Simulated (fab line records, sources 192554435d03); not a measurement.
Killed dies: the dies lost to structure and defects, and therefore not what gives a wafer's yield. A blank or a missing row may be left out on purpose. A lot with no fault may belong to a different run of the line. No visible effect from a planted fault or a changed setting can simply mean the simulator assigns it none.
What tool caused it?	flow n5 finfet	Sampling: 24 lots, 72 wafers, 6 of 1938 route steps

WHAT THE GAUGES READ, wafer by wafer
No reading from a measuring or inspecting step in the record can be judged against a usual standard deviation.

EACH LOT AND THE TOOL THAT RAN IT (in order: tool; ch and the chambers of the sampled wafers; start)
lot	N5_BEOL_M4_ETCH_70	N5_BEOL_M4_ETCH_41	N5_BEOL_M4_DEGAS_44	N5_BEOL_M4_ANNEAL_49	N5_BEOL_M4_SPUTTER_86	N5_BEOL_M4_ANNEAL_51
L074	rie diel-06 ch 0,1,2, day 7 09:33	rie diel-06 ch 0,1,2, day 7 10:53 or earlier	pvd sputter-02, day 7 10:53	pvd sputter-02, day 7 11:40	pvd sputter-02, day 7 12:14	rtp anneal-02 ch 0, day 7 13:40
L075	rie diel-01 ch 0,3, day 8 00:55	rie diel-01 ch 0,3, day 8 02:15 or earlier	pvd sputter-02, day 8 02:15	pvd sputter-01, day 8 03:25	pvd sputter-01, day 8 03:59	rtp anneal-01 ch 0, day 8 05:20
L076	rie diel-01 ch 0,1,3, day 8 04:01	rie diel-01 ch 0,1,3, day 8 05:15 or earlier	pvd sputter-02, day 8 05:15	pvd sputter-02, day 8 05:56	pvd sputter-02, day 8 06:31	rtp anneal-01 ch 0, day 8 07:48
L077	rie diel-01 ch 0,1, day 8 05:03	rie diel-01 ch 0,1, day 8 05:54 or earlier	pvd sputter-03, day 8 05:54	pvd sputter-01, day 8 06:35	pvd sputter-01, day 8 07:10	rtp anneal-01 ch 0, day 8 08:31
L078	rie diel-02 ch 0,1,2, day 8 20:31	rie diel-02 ch 0,1,2, day 8 21:20 or earlier	pvd sputter-03, day 8 21:20	pvd sputter-03, day 8 22:00	pvd sputter-03, day 8 22:35	rtp anneal-01 ch 0, day 8 23:52
L079	rie diel-01 ch 0,3, day 8 20:58	rie diel-01 ch 0,3, day 8 21:32 or earlier	pvd sputter-03, day 8 21:32	pvd sputter-01, day 8 23:42	pvd sputter-01, day 9 00:17	rtp anneal-02 ch 0, day 9 01:37
L080	rie diel-01 ch 0,1, day 9 03:38	rie diel-01 ch 0,1, day 9 04:14 or earlier	pvd sputter-03, day 9 04:14	pvd sputter-03, day 9 04:53	pvd sputter-03, day 9 05:28	rtp anneal-02 ch 0, day 9 06:46
L081	rie diel-02 ch 1,2,3, day 9 04:13	rie diel-02 ch 1,2,3, day 9 04:46 or earlier	pvd sputter-02, day 9 04:46	pvd sputter-01, day 9 06:21	pvd sputter-01, day 9 06:56	rtp anneal-02 ch 0, day 9 08:17
L082	rie diel-01 ch 0,2,3, day 9 21:58	rie diel-01 ch 0,2,3, day 9 23:15 or earlier	pvd sputter-03, day 9 23:15	pvd sputter-01, day 10 00:16	pvd sputter-01, day 10 00:51	rtp anneal-02 ch 0, day 10 02:09
L083	rie diel-06 ch 1,3, day 10 00:11	rie diel-06 ch 1,3, day 10 01:09 or earlier	pvd sputter-02, day 10 01:09	pvd sputter-03, day 10 02:04	pvd sputter-03, day 10 02:39	rtp anneal-01 ch 0, day 10 03:57
L084	rie diel-02 ch 0,2,3, day 10 00:11	rie diel-02 ch 0,2,3, day 10 01:14 or earlier	pvd sputter-02, day 10 01:14	pvd sputter-02, day 10 02:15	pvd sputter-02, day 10 02:54	rtp anneal-01 ch 0, day 10 04:20
L085	rie diel-02 ch 0,2,3, day 10 06:01	rie diel-02 ch 0,2,3, day 10 06:39 or earlier	pvd sputter-03, day 10 06:39	pvd sputter-02, day 10 07:40	pvd sputter-02, day 10 08:19	rtp anneal-02 ch 0, day 10 09:50
L086	rie diel-06 ch 0,1,3, day 11 01:02	rie diel-06 ch 0,1,3, day 11 01:46 or earlier	pvd sputter-02, day 11 01:46	pvd sputter-02, day 11 02:34	pvd sputter-02, day 11 03:08	rtp anneal-02 ch 0, day 11 04:26
L087	rie diel-01 ch 1,3, day 11 03:47	rie diel-01 ch 1,3, day 11 04:46 or earlier	pvd sputter-01, day 11 04:46	pvd sputter-02, day 11 05:34	pvd sputter-02, day 11 06:09	rtp anneal-01 ch 0, day 11 07:32
L088	rie diel-02 ch 0,1, day 11 04:31	rie diel-02 ch 0,1, day 11 05:05 or earlier	pvd sputter-02, day 11 05:05	pvd sputter-03, day 11 06:02	pvd sputter-03, day 11 06:37	rtp anneal-01 ch 0, day 11 08:00
L089	rie diel-02 ch 0,1,2, day 11 10:57	rie diel-02 ch 0,1,2, day 11 11:32 or earlier	pvd sputter-03, day 11 11:32	pvd sputter-03, day 11 12:14	pvd sputter-03, day 11 12:49	rtp anneal-02 ch 0, day 11 14:15
L090	rie diel-01 ch 2,3, day 11 20:37	rie diel-01 ch 2,3, day 11 21:10 or earlier	pvd sputter-02, day 11 21:10	pvd sputter-03, day 11 23:33	pvd sputter-03, day 12 00:08	rtp anneal-01 ch 0, day 12 01:31
L091	rie diel-01 ch 2,3, day 12 00:58	rie diel-01 ch 2,3, day 12 01:46 or earlier	pvd sputter-02, day 12 01:46	pvd sputter-01, day 12 02:38	pvd sputter-01, day 12 03:13	rtp anneal-01 ch 0, day 12 04:36
L092	rie diel-02 ch 0,3, day 12 05:38	rie diel-02 ch 0,3, day 12 06:23 or earlier	pvd sputter-02, day 12 06:23	pvd sputter-03, day 12 07:14	pvd sputter-03, day 12 07:49	rtp anneal-02 ch 0, day 12 09:07
L093	rie diel-01 ch 0,3, day 12 08:17	rie diel-01 ch 0,3, day 12 09:15 or earlier	pvd sputter-02, day 12 09:15	pvd sputter-03, day 12 09:53	pvd sputter-03, day 12 10:28	rtp anneal-01 ch 0, day 12 11:49
L094	rie diel-01 ch 0,2,3, day 12 11:47	rie diel-01 ch 0,2,3, day 12 12:30 or earlier	pvd sputter-02, day 12 12:30	pvd sputter-01, day 12 14:31	pvd sputter-01, day 12 15:05	rtp anneal-02 ch 0, day 12 16:24
L095	rie diel-01 ch 1,2,3, day 13 08:40	rie diel-01 ch 1,2,3, day 13 09:13 or earlier	pvd sputter-03, day 13 09:13	pvd sputter-01, day 13 09:51	pvd sputter-01, day 13 10:26	rtp anneal-02 ch 0, day 13 11:44
L096	rie diel-02 ch 0,1, day 13 13:29	rie diel-02 ch 0,1, day 13 14:11 or earlier	pvd sputter-02, day 13 14:11	pvd sputter-03, day 13 15:15	pvd sputter-03, day 13 15:50	rtp anneal-01 ch 0, day 13 17:08
L097	rie diel-06 ch 2,3, day 14 04:55	rie diel-06 ch 2,3, day 14 05:34 or earlier	pvd sputter-02, day 14 05:34	pvd sputter-01, day 14 06:20	pvd sputter-01, day 14 06:58	rtp anneal-01 ch 0, day 14 08:33
- N5_BEOL_M4_ETCH_70: etches SOC in N2/H2, target depth 80 nm, overetch 24 nm, time 130 s.
- N5_BEOL_M4_ETCH_41: etches SiCN in CH3F/O2, target depth 29.9 nm, time 52.5 s.
- N5_BEOL_M4_DEGAS_44: time 60 s.
- N5_BEOL_M4_ANNEAL_49: time 240 s.
- N5_BEOL_M4_SPUTTER_86: material Cu, target thk 4.5 nm, time 8.29 s.
- N5_BEOL_M4_ANNEAL_51: time 90 s.

AS READ BY THE TOOLS THEMSELVES (means over the sampled wafers that have a number; for cases with no such wafer, the mark the record gives instead)
N5_BEOL_M4_ETCH_70. Usual: drypump motor current A 5.7 A, standard deviation 0.49; oes product au 0.60 a.u., standard deviation 0.052; rf vpp V 523.6 V, standard deviation 2.6; showerhead plenum p Torr 2.54 Torr, standard deviation 0.096; throttle valve pct 17.76 %, standard deviation 0.18.
lot	tool	drypump motor current A (A)	oes product au (a.u.)	rf vpp V (V)	showerhead plenum p Torr (Torr)	throttle valve pct (%)	flag
L074	rie diel-06	5.8	0.64	526.3	2.63	17.82	
L075	rie diel-01	6.0	0.56	521.9	2.43	17.92	
L076	rie diel-01	5.7	0.56	521.2	2.47	17.91	
L077	rie diel-01	5.8	0.52	521.7	2.45	18.02	
L078	rie diel-02	5.7	0.61	526.0	2.63	17.59	
L079	rie diel-01	5.8	0.59	521.2	2.45	17.84	
L080	rie diel-01	5.8	0.52	520.9	2.44	18.03	
L081	rie diel-02	5.4	0.60	525.0	2.58	17.66	
L082	rie diel-01	6.1	0.60	520.7	2.45	17.76	
L083	rie diel-06	6.2	0.59	523.8	2.52	17.83	
L084	rie diel-02	5.5	0.60	524.7	2.58	17.70	
L085	rie diel-02	5.4	0.60	524.3	2.58	17.70	
L086	rie diel-06	5.7	0.61	526.1	2.61	17.78	
L087	rie diel-01	5.6	0.57	522.8	2.48	17.86	
L088	rie diel-02	5.7	0.60	525.1	2.59	17.56	
L089	rie diel-02	5.7	0.59	525.2	2.61	17.62	
L090	rie diel-01	5.9	0.61	522.3	2.47	17.69	
L091	rie diel-01	6.1	0.63	521.2	2.47	17.62	
L092	rie diel-02	5.1	0.59	522.5	2.49	17.75	
L093	rie diel-01	5.8	0.64	523.5	2.55	17.73	
L094	rie diel-01	6.1	0.65	524.7	2.55	17.66	
L095	rie diel-01	5.8	0.65	521.8	2.48	17.67	
L096	rie diel-02	5.8	0.59	523.6	2.57	17.61	
L097	rie diel-06	5.3	0.60	528.0	2.67	17.82	

N5_BEOL_M4_ETCH_41. Usual: drypump motor current A 5.7 A, standard deviation 0.49; oes product au 0.81 a.u., standard deviation 0.075; rf vpp V 297.2 V, standard deviation 1.7; showerhead plenum p Torr 1.99 Torr, standard deviation 0.075; throttle valve pct 16.28 %, standard deviation 0.18.
lot	tool	drypump motor current A (A)	oes product au (a.u.)	rf vpp V (V)	showerhead plenum p Torr (Torr)	throttle valve pct (%)	flag
L074	rie diel-06	5.8	0.88	297.5	2.06	16.27	
L075	rie diel-01	6.0	0.77	294.9	1.92	16.47	
L076	rie diel-01	5.7	0.75	296.1	1.94	16.43	
L077	rie diel-01	5.8	0.71	295.8	1.93	16.55	
L078	rie diel-02	5.7	0.83	298.4	2.05	16.06	
L079	rie diel-01	5.8	0.79	295.7	1.93	16.39	
L080	rie diel-01	5.8	0.69	297.1	1.93	16.57	
L081	rie diel-02	5.3	0.81	298.4	2.01	16.17	
L082	rie diel-01	6.1	0.81	296.0	1.93	16.33	
L083	rie diel-06	6.2	0.81	296.9	1.98	16.30	
L084	rie diel-02	5.4	0.82	297.6	2.02	16.20	
L085	rie diel-02	5.4	0.81	298.6	2.02	16.21	
L086	rie diel-06	5.7	0.82	299.4	2.04	16.28	
L087	rie diel-01	5.6	0.77	296.6	1.95	16.38	
L088	rie diel-02	5.7	0.81	297.5	2.03	16.06	
L089	rie diel-02	5.7	0.80	298.4	2.05	16.10	
L090	rie diel-01	5.9	0.83	295.8	1.94	16.26	
L091	rie diel-01	6.2	0.85	297.2	1.95	16.18	
L092	rie diel-02	5.1	0.79	296.3	1.96	16.32	
L093	rie diel-01	5.8	0.86	297.4	2.00	16.29	
L094	rie diel-01	6.1	0.88	297.0	2.01	16.19	
L095	rie diel-01	5.8	0.89	295.6	1.95	16.19	
L096	rie diel-02	5.7	0.79	298.5	2.02	16.10	
L097	rie diel-06	5.4	0.82	299.8	2.10	16.38	

N5_BEOL_M4_DEGAS_44. Usual: 325 W for heater power w, sd 26.
lot	tool	heater power w (W)	flag
L074	pvd sputter-02	331	
L075	pvd sputter-02	339	
L076	pvd sputter-02	337	
L077	pvd sputter-03	335	
L078	pvd sputter-03	300	
L079	pvd sputter-03	316	
L080	pvd sputter-03	283	
L081	pvd sputter-02	341	
L082	pvd sputter-03	308	
L083	pvd sputter-02	344	
L084	pvd sputter-02	330	
L085	pvd sputter-03	308	
L086	pvd sputter-02	333	
L087	pvd sputter-01	345	
L088	pvd sputter-02	330	
L089	pvd sputter-03	272	
L090	pvd sputter-02	336	
L091	pvd sputter-02	343	
L092	pvd sputter-02	329	
L093	pvd sputter-02	331	
L094	pvd sputter-02	342	
L095	pvd sputter-03	295	
L096	pvd sputter-02	325	
L097	pvd sputter-02	327	

N5_BEOL_M4_ANNEAL_49. Usual: 810 W for heater power w, sd 81.
lot	tool	heater power w (W)	flag
L074	pvd sputter-02	846	
L075	pvd sputter-01	821	
L076	pvd sputter-02	850	
L077	pvd sputter-01	884	
L078	pvd sputter-03	806	
L079	pvd sputter-01	804	
L080	pvd sputter-03	805	
L081	pvd sputter-01	806	
L082	pvd sputter-01	873	
L083	pvd sputter-03	816	
L084	pvd sputter-02	842	
L085	pvd sputter-02	855	
L086	pvd sputter-02	844	
L087	pvd sputter-02	854	
L088	pvd sputter-03	770	
L089	pvd sputter-03	712	
L090	pvd sputter-03	754	
L091	pvd sputter-01	825	
L092	pvd sputter-03	760	
L093	pvd sputter-03	796	
L094	pvd sputter-01	839	
L095	pvd sputter-01	881	
L096	pvd sputter-03	765	
L097	pvd sputter-01	801	

N5_BEOL_M4_SPUTTER_86. Usual: 29.6 % for throttle valve pct, sd 1.2.
lot	tool	throttle valve pct (%)	flag
L074	pvd sputter-02	29.5	
L075	pvd sputter-01	29.2	
L076	pvd sputter-02	29.5	
L077	pvd sputter-01	28.3	
L078	pvd sputter-03	30.7	
L079	pvd sputter-01	28.3	
L080	pvd sputter-03	30.8	
L081	pvd sputter-01	28.5	
L082	pvd sputter-01	27.6	
L083	pvd sputter-03	30.7	
L084	pvd sputter-02	29.5	
L085	pvd sputter-02	29.5	
L086	pvd sputter-02	29.5	
L087	pvd sputter-02	29.1	
L088	pvd sputter-03	30.1	
L089	pvd sputter-03	30.5	
L090	pvd sputter-03	30.9	
L091	pvd sputter-01	28.3	
L092	pvd sputter-03	30.8	
L093	pvd sputter-03	31.3	
L094	pvd sputter-01	29.0	
L095	pvd sputter-01	29.7	
L096	pvd sputter-03	30.2	
L097	pvd sputter-01	28.3	

N5_BEOL_M4_ANNEAL_51. Usual: 225.73 for wafer_temp_C_max, sd 0.22.
lot	tool	wafer_temp_C_max	flag
L074	rtp anneal-02	225.58	
L075	rtp anneal-01	225.63	
L076	rtp anneal-01	225.97	
L077	rtp anneal-01	225.77	
L078	rtp anneal-01	225.69	
L079	rtp anneal-02	226.00	
L080	rtp anneal-02	225.60	
L081	rtp anneal-02	225.77	
L082	rtp anneal-02	225.71	
L083	rtp anneal-01	225.50	
L084	rtp anneal-01	225.80	
L085	rtp anneal-02	225.75	
L086	rtp anneal-02	225.87	
L087	rtp anneal-01	225.67	
L088	rtp anneal-01	226.04	
L089	rtp anneal-02	226.02	
L090	rtp anneal-01	225.64	
L091	rtp anneal-01	225.28	
L092	rtp anneal-02	225.83	
L093	rtp anneal-01	225.67	
L094	rtp anneal-02	225.79	
L095	rtp anneal-02	225.62	
L096	rtp anneal-01	225.68	
L097	rtp anneal-01	225.61	

THE ANSWER, worked out from the rows above alone
Rule: take the mean of a lot's wafers that have a number; if it is more than 3 standard deviations from the usual mean, the lot is off. Also off: a lot with no number at a reading for which 4 or more lots have one. Any other lot the step has rows for is counted as sound. After the gauges, taken in route order, come the tools' own readings; for these a lot's mean is taken, as printed above. At the first step where some lot is off, the reading lying furthest off is the one used; lots without a number count as furthest.
No lot is off at any reading shown: from this, nothing can be told.

WHAT HAD BEEN PUT IN BY THE SIMULATOR
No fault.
